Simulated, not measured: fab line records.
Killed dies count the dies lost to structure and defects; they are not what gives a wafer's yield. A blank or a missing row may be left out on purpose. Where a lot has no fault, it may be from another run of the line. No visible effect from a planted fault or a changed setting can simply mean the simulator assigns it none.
fab line records	flow n5-finfet
[record] lots = 7	wafers = 21
route steps=1938 shown BEOL_M1@755 BEOL_M2@890 BEOL_M3@963 BEOL_M4@1047
start-h: the number of hours between the record's first day and the start of the first shown wafer of the lot	wait-h: hours elapsed since this lot's preceding step	" as in the row above	L1.1+2: one row covering several wafers at once	- no value, or no start given	* or withheld: withheld	< > ~ a bound
route shown NAME@n: names a module that has steps shown in the file, with the first one's number in the route	usual: the fault-free wafers' mean and standard deviation	same: alike in all rows	chamber/n: place in a boat	sites: each site's reading	_std_site: the standard deviation of these	_edge_site: inner sites' mean taken away from outer sites' mean	radius-mm: how far each site lies from the wafer's centre	mask NAME#n: copy n	behind: tool/chamber where the wafer was last shaped	hold: cause of the lot's hold/its duration in hours/its outcome	device: the transistor (n, p or np) that didn't switch	end of line: the tests these same wafers got at the end of their route	where a step has no rows: the recipe by itself	killed: count of dies lost to structure and defects at first sort (not the wafer's yield)	map: a wafer's dies, marking killed ones x, the rest . and places with no die _
set.NAME: the setting the step ran with; set.NAME@STEP: the setting that earlier step ran with	model.NAME: the simulator's own value behind a step, which no gauge read
one table per step and one row per wafer, for lots whose settings were changed on purpose
[[steps]]
[step N5_BEOL_M1_COAT_61]
[recipe] resist = SOC	temp-c = 250	time-s = 60	spin-rpm = 1500	resist-thk-nm = 60
lot.wafer	tool	chamber	start-h	wait-h	set.spin-rpm	model.SOC_of_BEOL_M1_COAT_61.thk-nm
L075.1	litho-track-04	0	127.55	0.1	1500	59.8
L075.2	"	0	"	"	1596	58.2
L075.3	"	0	"	"	1500	60.2
L076.2+6	litho-track-02	0	136.16	0.1	1407	62.2
L076.3	"	0	"	"	1500	60.4
L077.1	litho-track-02	0	139.86	0.1	1500	60
L077.5+6	"	0	"	"	1353	63.2
L080.1+3+6	litho-track-03	0	162.55	0.1	1500	59.6
L081.4+6	litho-track-04	0	165.77	0.0	1500	60
L081.5	"	0	"	"	1357	63.2
L084.1	litho-track-03	0	185.33	0.1	1500	59.8
L084.5+6	"	0	"	"	1608	58
L092.2+3	litho-track-02	0	229.10	0.1	1622	57.6
L092.4	"	0	"	"	1622	57.4
[step N5_BEOL_M1_COAT_62]
[recipe] resist = SiARC	temp-c = 220	time-s = 60	spin-rpm = 1500	resist-thk-nm = 12
[step N5_BEOL_M1_COAT_73]
[recipe] resist = underlayer	temp-c = 205	time-s = 60	spin-rpm = 1500	resist-thk-nm = 5
[step N5_BEOL_M1_ETCH_74]
[recipe] chemistry = N2/H2	target = underlayer	target-depth-a = 65	mask-material = CAR-EUV	time-s = 5.2	ion-energy-ev = 200	pressure-mtorr = 30	source-w = 840	bias-w = 150	n2-flow-sccm = 200	h2-flow-sccm = 200	ends = cleared
[step N5_BEOL_M1_ETCH_63]
[recipe] chemistry = CF4	target = SiARC	target-depth-a = 156	mask-material = CAR-EUV	time-s = 26	ion-energy-ev = 80	pressure-mtorr = 40	source-w = 545	bias-w = 36	Ar_flow_sccm = 100	cf4-flow-sccm = 100	ends = cleared
[step N5_BEOL_M1_ETCH_64]
[recipe] chemistry = N2/H2	target = SOC	target-depth-a = 750	overetch-a = 150	mask-material = SiARC	temp-c = 40	time-s = 112.5	ion-energy-ev = 200	pressure-mtorr = 30	source-w = 840	bias-w = 150	n2-flow-sccm = 200	h2-flow-sccm = 200
lot.wafer	tool	chamber	start-h	wait-h	set.spin-rpm@BEOL_M1_COAT_61	model.etch.depth-nm
L075.1	rie-diel-03	3	128.23	0.0	1500	59.83
L075.2	"	0	"	"	1596	58.17
L075.3	"	1	"	"	1500	60.14
L076.2	rie-diel-06	1	136.76	0.0	1407	62.2
L076.3	"	0	"	"	1500	60.3
L076.6	"	3	"	"	1407	62.16
L077.1	rie-diel-04	3	140.37	0.0	1500	60.05
L077.5	"	0	"	"	1353	63.22
L077.6	"	3	"	"	1353	63.3
L080.1	rie-diel-04	1	163.14	0.0	1500	59.63
L080.3	"	2	"	"	1500	59.67
L080.6	"	1	"	"	1500	59.7
L081.4	rie-diel-03	0	166.29	0.1	1500	60.01
L081.5	"	1	"	"	1357	63.21
L081.6	"	3	"	"	1500	59.99
L084.1	rie-diel-06	2	185.80	0.0	1500	59.88
L084.5	"	2	"	"	1608	57.95
L084.6	"	1	"	"	1608	57.96
L092.2	rie-diel-04	3	229.69	0.0	1622	57.51
L092.3	"	1	"	"	1622	57.55
L092.4	"	0	"	"	1622	57.49
[step N5_BEOL_M1_STRIP_65]
[recipe] chemistry = N2/H2	temp-c = 40	n2-flow-sccm = 200	h2-flow-sccm = 200	rf-frequency-hz = 6e+07
[step N5_BEOL_M1_STRIP_75]
[recipe] chemistry = N2/H2	temp-c = 40	n2-flow-sccm = 200	h2-flow-sccm = 200	rf-frequency-hz = 6e+07
[step N5_BEOL_M1_STRIP_66]
[recipe] chemistry = CF4	resist = SiARC	power-w = 300	bias-power-w = 75	pressure-mtorr = 50	cf4-flow-sccm = 150	rf-frequency-hz = 6e+07
[step N5_BEOL_M1_HM_OPEN_17]
[recipe] chemistry = Cl2/BCl3	target-depth-a = 200	overetch-a = 60	target = TiN	mask-material = SOC	ion-energy-ev = 150	pressure-mtorr = 10	icp-w = 1000	bias-w = 126	Cl2_flow_sccm = 53.25	bcl3-flow-sccm = 21.75	Ar_flow_sccm = 25
lot.wafer	tool	chamber	start-h	wait-h	set.target-thk-a@BEOL_M1_HM_DEP_02	set.spin-rpm@BEOL_M1_COAT_61	model.etch.depth-nm	model.SOC_of_BEOL_M1_COAT_61.thk-nm
L075.1	rie-metal-03	1	128.40	0.0	200	1500	20.02	52
L075.2	"	0	"	"	200	1596	20.36	50.4
L075.3	"	0	"	"	200	1500	19.94	52.4
L076.2	rie-metal-02	0	136.93	0.0	200	1407	19.91	54.4
L076.3	"	0	"	"	183.6	1500	18.3	52.4
L076.6	"	0	"	"	200	1407	19.81	54.2
L077.1	rie-metal-01	1	140.54	0.0	200	1500	20.31	52
L077.5	"	0	"	"	200	1353	20.41	55.4
L077.6	"	1	"	"	200	1353	20.46	55.2
L080.1	rie-metal-02	1	163.31	0.0	200	1500	19.64	51.6
L080.3	"	1	"	"	200	1500	19.63	51.6
L080.6	"	1	"	"	200	1500	19.71	51.6
L081.4	rie-metal-01	1	166.44	0.1	200	1500	19.99	52
L081.5	"	0	"	"	215.5	1357	21.57	55.4
L081.6	"	1	"	"	200	1500	20.08	52
L084.1	rie-metal-01	0	185.97	0.0	189.1	1500	18.7	52
L084.5	"	0	"	"	200	1608	19.72	50.2
L084.6	"	1	"	"	200	1608	19.79	50
L092.2	rie-metal-01	1	229.85	0.0	200	1622	20.15	49.6
L092.3	"	0	"	"	200	1622	19.83	49.8
L092.4	"	1	"	"	200	1622	20.24	49.4
[step N5_BEOL_M1_VIA_ETCH_34]
[recipe] chemistry = C4F6/O2	target-depth-a = 678	mask-material = SOC	pressure-mtorr = 15	ion-energy-ev = 250	taper-deg = 4	time-s = 64.4	source-w = 350	bias-w = 170	Ar_flow_sccm = 300	C4F6_flow_sccm = 10	O2_flow_sccm = 10
[usual] rf-vpp-V = 665/9.5
lot.wafer	tool	chamber	start-h	wait-h	set.bias-w	rf-vpp-V
L075.1	rie-diel-04	2	131.10	0.0	170	671
L075.2	"	1	"	"	170	664
L075.3	"	0	"	"	170	683
L076.2	rie-diel-04	1	139.11	0.0	188.5	722
L076.3	"	0	"	"	170	683
L076.6	"	1	"	"	188.5	722
L077.1	rie-diel-04	2	158.34	0.0	170	671
L077.5	"	1	"	"	148.9	598
L077.6	"	2	"	"	148.9	605
L080.1	rie-diel-04	0	168.79	0.0	170	683
L080.3	"	1	"	"	170	665
L080.6	"	2	"	"	170	672
L081.4	rie-diel-03	1	171.90	0.0	161.2	629
L081.5	"	0	"	"	161.2	645
L081.6	"	2	"	"	170	665
L084.1	rie-diel-06	2	199.28	0.0	170	662
L084.5	"	0	"	"	170	674
L084.6	"	1	"	"	170	649
L092.2	rie-diel-03	2	234.42	0.0	155.2	619
L092.3	"	3	"	"	170	670
L092.4	"	2	"	"	170	665
[step N5_BEOL_M1_TRENCH_ETCH_37]
[recipe] chemistry = C4F6/O2	target-depth-a = 552.07	target = SiOC	time-s = 29	ion-energy-ev = 250	pressure-mtorr = 30	source-w = 355	bias-w = 185	Ar_flow_sccm = 300	C4F6_flow_sccm = 10	O2_flow_sccm = 10
lot.wafer	tool	chamber	start-h	wait-h	set.time-s	model.etch.depth-nm	model.BEOL_M1.feature-depth-nm
L075.1	rie-diel-04	2	-	-	25.75	50.51	50.6
L075.2	"	1	"	"	29	54.77	54.8
L075.3	"	0	"	"	25.75	49.04	49
L076.2	rie-diel-04	1	-	-	29	54.24	54.2
L076.3	"	0	"	"	29	54.6	54.6
L076.6	"	1	"	"	29	54.28	54.2
L077.1	rie-diel-04	2	-	-	29	55.81	55.8
L077.5	"	1	"	"	24.96	46.88	46.8
L077.6	"	2	"	"	29	55.88	55.8
L080.1	rie-diel-04	0	-	-	29	53.97	54
L080.3	"	1	"	"	29	53.41	53.4
L080.6	"	2	"	"	29	56.15	56.2
L081.4	rie-diel-03	1	-	-	31.71	58.74	58.8
L081.5	"	0	"	"	29	54.25	54.2
L081.6	"	2	"	"	29	56.53	56.6
L084.1	rie-diel-06	2	-	-	29	56.64	56.6
L084.5	"	0	"	"	29	55.04	55
L084.6	"	1	"	"	29	53.91	54
L092.2	rie-diel-03	2	-	-	24.28	47	47
L092.3	"	3	"	"	24.28	44.26	44.2
L092.4	"	2	"	"	29	56.35	56.4
[step N5_BEOL_M1_ETCH_41]
[recipe] chemistry = CH3F/O2	target = SiCN	target-depth-a = 319	taper-deg = 2	time-s = 57.8	ion-energy-ev = 120	mask-material = TiN	pressure-mtorr = 30	source-w = 395	bias-w = 75	Ar_flow_sccm = 150	CH3F_flow_sccm = 30	O2_flow_sccm = 20
[step N5_BEOL_M1_STRIP_97]
[recipe] chemistry = N2/H2	time-s = 10	power-w = 450	temp-c = 40	pressure-mtorr = 20	rf-frequency-hz = 6e+07	bias-power-w = 7	n2-flow-sccm = 200	h2-flow-sccm = 200
[step N5_BEOL_M1_OCD_MEAS_38]
[usual] trench-depth-nm = 54.3/1.3
lot.wafer	tool	chamber	start-h	wait-h	set.time-s@BEOL_M1_TRENCH_ETCH_37	trench-depth-nm
L075.1	ocd-01	-	131.35	-	25.75	50.0
L075.2	"	-	"	"	29	54.4
L075.3	"	-	"	"	25.75	48.7
L076.2	ocd-01	-	139.37	-	29	54.4
L076.3	"	-	"	"	29	54.3
L076.6	"	-	"	"	29	54.1
L077.1	ocd-01	-	158.60	-	29	55.6
L077.5	"	-	"	"	24.96	47.0
L077.6	"	-	"	"	29	56.0
L080.1	ocd-02	-	169.05	-	29	54.4
L080.3	"	-	"	"	29	53.2
L080.6	"	-	"	"	29	56.1
L081.4	ocd-02	-	172.13	-	31.71	58.1
L081.5	"	-	"	"	29	54.5
L081.6	"	-	"	"	29	56.6
L084.1	ocd-01	-	199.54	-	29	56.8
L084.5	"	-	"	"	29	55.7
L084.6	"	-	"	"	29	54.2
L092.2	ocd-01	-	234.68	-	24.28	47.1
L092.3	"	-	"	"	24.28	44.0
L092.4	"	-	"	"	29	56.4
[step N5_BEOL_M2_TRENCH_ETCH_37]
[recipe] chemistry = C4F6/O2	target-depth-a = 555.55	target = SiOC	time-s = 29.2	ion-energy-ev = 250	pressure-mtorr = 30	source-w = 355	bias-w = 185	Ar_flow_sccm = 300	C4F6_flow_sccm = 10	O2_flow_sccm = 10
lot.wafer	tool	chamber	start-h	wait-h	set.time-s	model.BEOL_M2.feature-depth-nm	model.etch.depth-nm
L075.1	rie-diel-01	1	-	-	31.85	62.2	62.11
L075.2	"	0	"	"	31.85	59.4	59.4
L075.3	"	3	"	"	29.2	56.8	56.71
L076.2	rie-diel-02	1	-	-	29.2	54.8	54.72
L076.3	"	0	"	"	29.2	55.6	55.5
L076.6	"	0	"	"	24.92	47	47.04
L077.1	rie-diel-02	0	-	-	24.01	45.4	45.38
L077.5	"	3	"	"	29.2	56	55.98
L077.6	"	0	"	"	24.01	45.6	45.61
L080.1	rie-diel-02	1	-	-	29.2	54.6	54.62
L080.3	"	2	"	"	29.2	55.4	55.45
L080.6	"	3	"	"	29.2	56.2	56.23
L081.4	rie-diel-02	3	-	-	29.2	56	55.91
L081.5	"	0	"	"	29.2	54.8	54.77
L081.6	"	1	"	"	29.2	54.4	54.32
L084.1	rie-diel-01	2	-	-	24.45	45.8	45.83
L084.5	"	0	"	"	24.45	45.2	45.29
L084.6	"	1	"	"	29.2	57	57.06
L092.2	rie-diel-01	1	-	-	29.2	56.8	56.8
L092.3	"	3	"	"	32.49	61.8	61.9
L092.4	"	2	"	"	32.49	60.6	60.57
[step N5_BEOL_M2_ETCH_41]
[recipe] chemistry = CH3F/O2	target = SiCN	target-depth-a = 299	taper-deg = 2	time-s = 52.5	ion-energy-ev = 120	mask-material = TiN	pressure-mtorr = 30	source-w = 395	bias-w = 75	Ar_flow_sccm = 150	CH3F_flow_sccm = 30	O2_flow_sccm = 20
[step N5_BEOL_M2_STRIP_97]
[recipe] chemistry = N2/H2	time-s = 10	power-w = 450	temp-c = 40	pressure-mtorr = 20	rf-frequency-hz = 6e+07	bias-power-w = 7	n2-flow-sccm = 200	h2-flow-sccm = 200
[step N5_BEOL_M2_OCD_MEAS_38]
[usual] trench-depth-nm = 55.6/1
lot.wafer	tool	chamber	start-h	wait-h	set.time-s@BEOL_M2_TRENCH_ETCH_37	trench-depth-nm
L075.1	ocd-02	-	142.68	-	31.85	62.6
L075.2	"	-	"	"	31.85	59.2
L075.3	"	-	"	"	29.2	56.5
L076.2	ocd-01	-	162.08	-	29.2	55.0
L076.3	"	-	"	"	29.2	55.6
L076.6	"	-	"	"	24.92	47.3
L077.1	ocd-01	-	169.14	-	24.01	45.8
L077.5	"	-	"	"	29.2	56.4
L077.6	"	-	"	"	24.01	46.1
L080.1	ocd-01	-	178.55	-	29.2	54.9
L080.3	"	-	"	"	29.2	55.5
L080.6	"	-	"	"	29.2	56.0
L081.4	ocd-01	-	185.15	-	29.2	56.0
L081.5	"	-	"	"	29.2	55.2
L081.6	"	-	"	"	29.2	53.9
L084.1	ocd-01	-	208.54	-	24.45	45.8
L084.5	"	-	"	"	24.45	45.4
L084.6	"	-	"	"	29.2	56.7
L092.2	ocd-01	-	249.87	-	29.2	56.6
L092.3	"	-	"	"	32.49	61.8
L092.4	"	-	"	"	32.49	60.5
[step N5_BEOL_M2_HM_STRIP_39]
[recipe] chemistry = peroxide-tin-strip	material = TiN	target-depth-a = 250	temp-c = 50	time-s = 158
[step N5_BEOL_M2_SRD_40]
[recipe] time-s = 30	temp-c = 23	rinse-liquid = diw	dry = ipa-marangoni
[step N5_BEOL_M2_ECD_50]
[recipe] material = Cu	target-thk-a = 3000
[step N5_BEOL_M2_ANNEAL_51]
[recipe] temp-c = 225	time-s = 90	ambient = N2
[step N5_BEOL_M2_CMP_52]
[recipe] stop-on = SiOC	t-overpolish-s = 6.8	down-force-psi = 1	platen-rpm = 50	clearing-platen-down-force-psi = 1.5	clearing-platen-rpm = 50	post-cmp-clean = cu-alkaline	target-thk-nm = 40	clearing-platen-pad-velocity-m-s = 0.99484	pad-velocity-m-s = 0.99484
lot.wafer	tool	chamber	start-h	wait-h	set.time-s@BEOL_M2_TRENCH_ETCH_37	model.Cu_of_BEOL_M2_ECD_50.thk-nm
L075.1	cmp-04	2	146.73	0.3	31.85	47.2
L075.2	"	0	"	"	31.85	42.2
L075.3	"	1	"	"	29.2	43
L076.2	cmp-02	1	166.15	0.3	29.2	38.6
L076.3	"	2	"	"	29.2	40.2
L076.6	"	0	"	"	24.92	32.6
L077.1	cmp-01	2	172.88	0.4	24.01	29.8
L077.5	"	3	"	"	29.2	41.2
L077.6	"	0	"	"	24.01	31.6
L080.3	cmp-01	0	182.13	0.2	29.2	41
L080.1	"	2	"	"	29.2	39.2
L080.6	"	0	"	"	29.2	42
L081.4	cmp-01	1	188.66	0.2	29.2	40.8
L081.6	"	3	"	"	29.2	40.4
L081.5	"	0	"	"	29.2	41.6
L084.1	cmp-02	1	212.94	0.4	24.45	29.2
L084.6	"	2	"	"	29.2	41
L084.5	"	3	"	"	24.45	30.4
L092.4	cmp-04	1	253.32	0.1	32.49	47.8
L092.2	"	3	"	"	29.2	42.6
L092.3	"	0	"	"	32.49	46.8
[step N5_BEOL_M2_PRE_CLEAN_60]
[recipe] gas = NH3/H2	time-s = 15	temp-c = *	rf-power-w = 300
[step N5_BEOL_M2_PRE_CLEAN_56]
[recipe] gas = NH3	time-s = 15	temp-c = withheld	rf-power-w = 300
[step N5_BEOL_M2_DEP_57]
[recipe] material = SiCN	target-thk-a = 80	temp-c = withheld	precursor = 3MS/NH3	pressure-torr = 3	rf-w = 202	time-s = 14
[step N5_BEOL_M2_RS_MEAS_58]
[recipe] thk-meas-gauge = four-point-probe	reads = Co_of_BEOL_M2_CO_CAP_55+Cu_of_BEOL_M2_ECD_50+Co_of_BEOL_M2_CVD_47+TaN_of_BEOL_M2_ALD_84
[usual] M2_RS = 0.663/0.03
lot.wafer	tool	chamber	start-h	wait-h	set.time-s@BEOL_M2_TRENCH_ETCH_37	M2_RS[ohm/sq]
L075.1	film-metro-02	-	147.28	0.0	31.85	0.542
L075.2	"	-	"	"	31.85	0.622
L075.3	"	-	"	"	29.2	0.609
L076.2	film-metro-01	-	166.63	0.1	29.2	0.700
L076.3	"	-	"	"	29.2	0.665
L076.6	"	-	"	"	24.92	0.871
L077.1	film-metro-01	-	173.32	0.0	24.01	0.981
L077.5	"	-	"	"	29.2	0.644
L077.6	"	-	"	"	24.01	0.910
L080.1	film-metro-02	-	182.77	0.0	29.2	0.685
L080.3	"	-	"	"	29.2	0.649
L080.6	"	-	"	"	29.2	0.628
L081.4	film-metro-02	-	189.16	0.0	29.2	0.650
L081.5	"	-	"	"	29.2	0.637
L081.6	"	-	"	"	29.2	0.657
L084.1	film-metro-02	-	213.45	0.1	24.45	1.011
L084.5	"	-	"	"	24.45	0.961
L084.6	"	-	"	"	29.2	0.649
L092.2	film-metro-02	-	253.93	0.1	29.2	0.616
L092.3	"	-	"	"	32.49	0.547
L092.4	"	-	"	"	32.49	0.533
[step N5_BEOL_M3_EXPOSE_25]
[recipe] mask-id = V2	na = 0.33	source-shape = quasar	sigma-inner = 0.2	sigma-outer = 0.8	polarization = unpolarized	defocus-nm = 5	dose-mj = 63
lot.wafer	tool	chamber	start-h	wait-h	mask	set.dose-mj
L075.1	euv-scanner-02	0	148.78	-	V2#0	63
L075.2+3	"	0	"	"	V2#0	60.58
L076.2+3+6	euv-scanner-02	0	170.48	-	V2#0	63
L077.1+5	euv-scanner-01	0	176.68	-	V2#0	63
L077.6	"	0	"	"	V2#0	66.23
L080.1+3+6	euv-scanner-02	0	184.38	-	V2#0	63
L081.4+6	euv-scanner-02	0	191.66	-	V2#0	63
L081.5	"	0	"	"	V2#0	64.5
L084.1+6	euv-scanner-01	0	215.12	-	V2#0	63
L084.5	"	0	"	"	V2#0	66.59
L092.2+3	euv-scanner-02	0	257.49	-	V2#0	66.85
L092.4	"	0	"	"	V2#0	63
[step N5_BEOL_M3_PEB_26]
[recipe] peb-temp-c = 100	peb-time-s = 60	resist = CAR-EUV
[step N5_BEOL_M3_DEVELOP_27]
[recipe] develop-time-s = 30	developer = TMAH	resist = CAR-EUV	rinse-liquid = surfactant-rinse	dry = air-spin	dev-temp-c = 23
[step N5_BEOL_M3_CD_MEAS_28]
[recipe] target-cd-nm = 25.7	landing-energy-ev = 500	detector = se-inlens	target-cd-y-nm = 23.3	polarity = opening
[usual] cd-nm = 25.75/0.23
lot.wafer	tool	chamber	start-h	wait-h	set.dose-mj@BEOL_M3_EXPOSE_25	cd-nm
L075.1	cd-sem-03	0	148.93	-	63	25.79
L075.2	"	0	"	"	60.58	25.11
L075.3	"	0	"	"	60.58	25.16
L076.2	cd-sem-01	0	170.62	-	63	25.68
L076.3	"	0	"	"	63	25.68
L076.6	"	0	"	"	63	25.61
L077.1	cd-sem-02	0	176.83	-	63	25.89
L077.5	"	0	"	"	63	25.56
L077.6	"	0	"	"	66.23	26.63
L080.1	cd-sem-03	0	184.52	-	63	25.95
L080.3	"	0	"	"	63	25.60
L080.6	"	0	"	"	63	26.37
L081.4	cd-sem-03	0	191.78	-	63	25.77
L081.5	"	0	"	"	64.5	26.05
L081.6	"	0	"	"	63	25.57
L084.1	cd-sem-03	0	215.26	-	63	25.67
L084.5	"	0	"	"	66.59	26.69
L084.6	"	0	"	"	63	25.82
L092.2	cd-sem-01	0	257.63	-	66.85	26.98
L092.3	"	0	"	"	66.85	26.89
L092.4	"	0	"	"	63	25.49
[step N5_BEOL_M3_ETCH_41]
[recipe] chemistry = CH3F/O2	target = SiCN	target-depth-a = 299	taper-deg = 2	time-s = 52.5	ion-energy-ev = 120	mask-material = TiN	pressure-mtorr = 30	source-w = 395	bias-w = 75	Ar_flow_sccm = 150	CH3F_flow_sccm = 30	O2_flow_sccm = 20
lot.wafer	tool	chamber	start-h	wait-h	set.target-depth-a	model.etch.depth-nm
L075.1	rie-diel-03	0	-	-	327.7	21.34
L075.2	"	1	"	"	299	19.16
L075.3	"	2	"	"	327.7	22.38
L076.2	rie-diel-04	3	-	-	299	19.63
L076.3	"	1	"	"	271.1	17.31
L076.6	"	3	"	"	299	19.48
L077.1	rie-diel-06	3	-	-	299	19.28
L077.5	"	2	"	"	299	20.22
L077.6	"	1	"	"	280.9	18.08
L080.1	rie-diel-04	3	-	-	299	19.89
L080.3	"	1	"	"	299	19.25
L080.6	"	2	"	"	299	20.22
L081.4	rie-diel-03	1	-	-	299	19.06
L081.5	"	3	"	"	286	18.67
L081.6	"	2	"	"	299	20.25
L084.1	rie-diel-03	3	-	-	278.6	17.7
L084.5	"	2	"	"	299	20.07
L084.6	"	1	"	"	299	18.84
L092.2	rie-diel-03	3	-	-	282.2	18.07
L092.3	"	1	"	"	299	18.89
L092.4	"	0	"	"	282.2	19
[step N5_BEOL_M4_COAT_67]
[recipe] resist = SOC	temp-c = 250	time-s = 60	spin-rpm = 1500	resist-thk-nm = 60
lot.wafer	tool	chamber	start-h	wait-h	set.spin-rpm	model.SOC_of_BEOL_M4_COAT_67.thk-nm
L075.1+3	litho-track-05	0	176.73	0.0	1500	60
L075.2	"	0	"	"	1500	60.2
L076.2+3+6	litho-track-03	0	189.57	0.0	1500	59.6
L077.1	litho-track-04	0	189.85	0.0	1500	60
L077.5	"	0	"	"	1567	59
L077.6	"	0	"	"	1567	58.8
L080.1+3+6	litho-track-03	0	200.71	0.0	1500	60
L081.4+6	litho-track-03	0	209.57	0.0	1500	60
L081.5	"	0	"	"	1500	60.2
L084.1+5	litho-track-04	0	224.09	0.0	1500	60.2
L084.6	"	0	"	"	1395	62.2
L092.2	litho-track-04	0	272.91	0.0	1571	58.4
L092.3	"	0	"	"	1500	59.8
L092.4	"	0	"	"	1500	60
[[key]]
[split] step = N5_BEOL_M1_COAT_61	setting = spin-rpm	stated = 1500	by = wafer
[response] step = N5_BEOL_M1_COAT_61	reading = model.SOC_of_BEOL_M1_COAT_61.thk-nm	change = -0.306	per = 1%	r = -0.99
[response] step = N5_BEOL_M1_ETCH_64	reading = model.etch.depth-nm	change = -0.312	per = 1%	r = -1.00
[response] step = N5_BEOL_M1_HM_OPEN_17	reading = model.SOC_of_BEOL_M1_COAT_61.thk-nm	change = -0.32	per = 1%	r = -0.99
[split] step = N5_BEOL_M1_VIA_ETCH_34	setting = bias-w	stated = 170	by = wafer
[response] step = N5_BEOL_M1_VIA_ETCH_34	reading = rf-vpp-V	change = +4.94	per = 1%	r = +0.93
[split] step = N5_BEOL_M1_TRENCH_ETCH_37	setting = time-s	stated = 29	by = wafer
[response] step = N5_BEOL_M1_TRENCH_ETCH_37	reading = model.etch.depth-nm	change = +0.575	per = 1%	r = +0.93
[response] step = N5_BEOL_M1_TRENCH_ETCH_37	reading = model.BEOL_M1.feature-depth-nm	change = +0.579	per = 1%	r = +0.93
[response] step = N5_BEOL_M1_OCD_MEAS_38	reading = trench-depth-nm	change = +0.565	per = 1%	r = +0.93
[split] step = N5_BEOL_M2_TRENCH_ETCH_37	setting = time-s	stated = 29.2	by = wafer
[response] step = N5_BEOL_M2_TRENCH_ETCH_37	reading = model.BEOL_M2.feature-depth-nm	change = +0.577	per = 1%	r = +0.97
[response] step = N5_BEOL_M2_TRENCH_ETCH_37	reading = model.etch.depth-nm	change = +0.576	per = 1%	r = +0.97
[response] step = N5_BEOL_M2_OCD_MEAS_38	reading = trench-depth-nm	change = +0.57	per = 1%	r = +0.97
[response] step = N5_BEOL_M2_CMP_52	reading = model.Cu_of_BEOL_M2_ECD_50.thk-nm	change = +0.534	per = 1%	r = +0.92
[response] step = N5_BEOL_M2_RS_MEAS_58	reading = M2_RS	change = -0.0146	per = 1%	r = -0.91
[split] step = N5_BEOL_M3_EXPOSE_25	setting = dose-mj	stated = 63	by = wafer
[response] step = N5_BEOL_M3_CD_MEAS_28	reading = cd-nm	change = +0.191	per = 1%	r = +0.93
[split] step = N5_BEOL_M3_ETCH_41	setting = target-depth-a	stated = 299	by = wafer
[response] step = N5_BEOL_M3_ETCH_41	reading = model.etch.depth-nm	change = +0.241	per = 1%	r = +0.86
[split] step = N5_BEOL_M4_COAT_67	setting = spin-rpm	stated = 1500	by = wafer
[response] step = N5_BEOL_M4_COAT_67	reading = model.SOC_of_BEOL_M4_COAT_67.thk-nm	change = -0.285	per = 1%	r = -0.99
split outside-this-file step=N5_BEOL_M1_HM_DEP_02 setting=target-thk-a
// split outside-this-file: this setting was split too, and the file shows its column; the key of that split is in another file
